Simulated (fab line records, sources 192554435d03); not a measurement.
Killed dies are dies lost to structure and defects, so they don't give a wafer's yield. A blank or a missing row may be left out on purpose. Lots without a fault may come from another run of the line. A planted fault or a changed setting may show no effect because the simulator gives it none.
Chamber matching | flow n5_finfet | N5_BEOL_M8_ETCH_62 on rie_diel-03: 4 sister chambers
The step etches SOC in N2/H2, target depth 110 nm, overetch 22 nm, time 165 s. 8 wafers are shown with their chamber, then 9 later ones without.

WAFERS WITH THEIR CHAMBER
wafer  | chamber | drypump_motor_current_A (A) | throttle_valve_pct (%)
L080.2 | 2       | 5.0                         | 18.22
L080.4 | 1       | 5.4                         | 17.92
L082.1 | 3       | 5.9                         | 17.70
L082.3 | 0       | 5.2                         | 17.56
L082.5 | 3       | 6.0                         | 17.69
L086.1 | 1       | 5.5                         | 17.93
L086.3 | 2       | 5.0                         | 18.25
L086.4 | 0       | 5.2                         | 17.59

WAFERS WITHOUT THEIR CHAMBER
wafer  | drypump_motor_current_A (A) | throttle_valve_pct (%)
L087.2 | 6.0                         | 17.71
L087.3 | 5.2                         | 17.61
L087.5 | 5.5                         | 17.95
L088.1 | 5.0                         | 18.27
L088.4 | 5.5                         | 17.96
L088.5 | 5.0                         | 18.27
L096.1 | 5.2                         | 17.62
L096.5 | 5.2                         | 17.63
L096.6 | 6.0                         | 17.75

WHICH CHAMBER EACH WENT THROUGH
wafer  | from the rows above | in truth
L087.2 | 3                   | 3
L087.3 | 0                   | 0
L087.5 | 1                   | 1
L088.1 | 2                   | 2
L088.4 | 1                   | 1
L088.5 | 2                   | 2
L096.1 | 0                   | 0
L096.5 | 0                   | 0
L096.6 | 3                   | 3
Placed correctly: 9 of 9. Can't be placed from these rows: 0. Placed wrongly: 0.
How it was worked out, from the rows above alone: a wafer's distance from a chamber is the root of the sum, over the readings, of the square of ((its reading less the chamber's mean) divided by the reading's scatter). The wafer belongs to the nearest chamber; if the next one is less than 2 further off, it can't be placed. A chamber's mean is the mean of its shown wafers. The scatter: the root of (the sum of the squares of (reading less its chamber's mean) over the shown wafers, divided by (wafers less chambers)).
